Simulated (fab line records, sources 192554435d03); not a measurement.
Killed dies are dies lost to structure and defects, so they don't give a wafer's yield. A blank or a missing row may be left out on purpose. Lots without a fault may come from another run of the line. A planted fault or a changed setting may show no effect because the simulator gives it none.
Which tool did it? | flow n5_finfet | 11 lots, 30 wafers sampled, at 5 steps of a route of 1938

WHAT THE GAUGES READ, wafer by wafer
N5_BEOL_M4_RC_MEAS_101.
lot  | measured     | on        | DIBL_N (mV/V)
L707 | day 9 08:05  | prober-02 | 36.1 35.4 35.2
L708 | day 9 12:35  | prober-02 | 34.3 35.7 33.8
L712 | day 9 14:41  | prober-02 | 35.8 36.6
L710 | day 9 15:12  | prober-01 | 38.2 38.3 37.6
L715 | day 10 01:23 | prober-02 | 35.7 35.9 35.4
L716 | day 11 08:19 | prober-01 | 33.8 34.2 37.2
L725 | day 13 08:40 | prober-01 | 34.2 36.4 36.4
L726 | day 13 12:05 | prober-01 | 36.7 35.3
L727 | day 13 17:23 | prober-02 | 35.5 40.2
L730 | day 14 09:56 | prober-02 | 37.7 35.9 36.3
L729 | day 14 10:01 | prober-01 | 37.0 36.2 34.6

WHICH TOOL RAN EACH LOT (tool, then ch and the chambers of the sampled wafers, then the start)
lot  | N5_BEOL_M4_PRE_CLEAN_45      | N5_BEOL_M4_SPUTTER_79        | N5_BEOL_M4_SPUTTER_81        | N5_BEOL_M4_ANNEAL_89
L707 | pvd_sputter-01, day 9 04:05  | pvd_sputter-02, day 9 04:49  | pvd_sputter-02, day 9 05:02  | pvd_sputter-02, day 9 05:33
L708 | pvd_sputter-02, day 9 07:28  | pvd_sputter-01, day 9 08:17  | pvd_sputter-01, day 9 08:31  | pvd_sputter-01, day 9 09:02
L712 | pvd_sputter-02, day 9 11:11  | pvd_sputter-03, day 9 12:02  | pvd_sputter-03, day 9 12:16  | pvd_sputter-03, day 9 12:47
L710 | pvd_sputter-03, day 9 11:17  | pvd_sputter-01, day 9 12:33  | pvd_sputter-01, day 9 12:46  | pvd_sputter-01, day 9 13:17
L715 | pvd_sputter-01, day 9 20:30  | pvd_sputter-01, day 9 22:45  | pvd_sputter-01, day 9 22:58  | pvd_sputter-01, day 9 23:29
L716 | pvd_sputter-03, day 11 04:32 | pvd_sputter-02, day 11 05:22 | pvd_sputter-02, day 11 05:35 | pvd_sputter-02, day 11 06:06
L725 | pvd_sputter-02, day 13 04:46 | pvd_sputter-02, day 13 05:46 | pvd_sputter-02, day 13 05:59 | pvd_sputter-02, day 13 06:31
L726 | pvd_sputter-02, day 13 08:15 | pvd_sputter-02, day 13 09:14 | pvd_sputter-02, day 13 09:27 | pvd_sputter-02, day 13 09:58
L727 | pvd_sputter-01, day 13 13:19 | pvd_sputter-01, day 13 14:14 | pvd_sputter-01, day 13 14:28 | pvd_sputter-01, day 13 14:59
L730 | pvd_sputter-01, day 14 06:14 | pvd_sputter-02, day 14 07:09 | pvd_sputter-02, day 14 07:22 | pvd_sputter-02, day 14 07:53
L729 | pvd_sputter-01, day 14 06:19 | pvd_sputter-01, day 14 07:22 | pvd_sputter-01, day 14 07:35 | pvd_sputter-01, day 14 08:07
- N5_BEOL_M4_PRE_CLEAN_45: time 30 s.
- N5_BEOL_M4_SPUTTER_79: material Cu, target thk 4.5 nm, time 8.29 s.
- N5_BEOL_M4_SPUTTER_81: material Cu, target thk 4.5 nm, time 8.29 s.
- N5_BEOL_M4_ANNEAL_89: time 240 s.

THE ANSWER, worked out from the rows above alone
Rule: what is usual is taken from the lots themselves. Put in order of their means at a reading, lots are off if they are a third of the lots or fewer, leave a main group of 4 or more, and stand apart from it by a gap of 3 or more times the standard deviation of the main group's means; of several such gaps the widest counts. A main group whose means are all the same, to the digits that the tables above print for the reading, isn't used. A lot without any number at a reading at which 4 lots or more have one is off too. The other lots that the step has rows for count as sound.
No lot is off at any reading shown: from this, nothing can be told.

WHAT THE SIMULATOR HAD PUT IN
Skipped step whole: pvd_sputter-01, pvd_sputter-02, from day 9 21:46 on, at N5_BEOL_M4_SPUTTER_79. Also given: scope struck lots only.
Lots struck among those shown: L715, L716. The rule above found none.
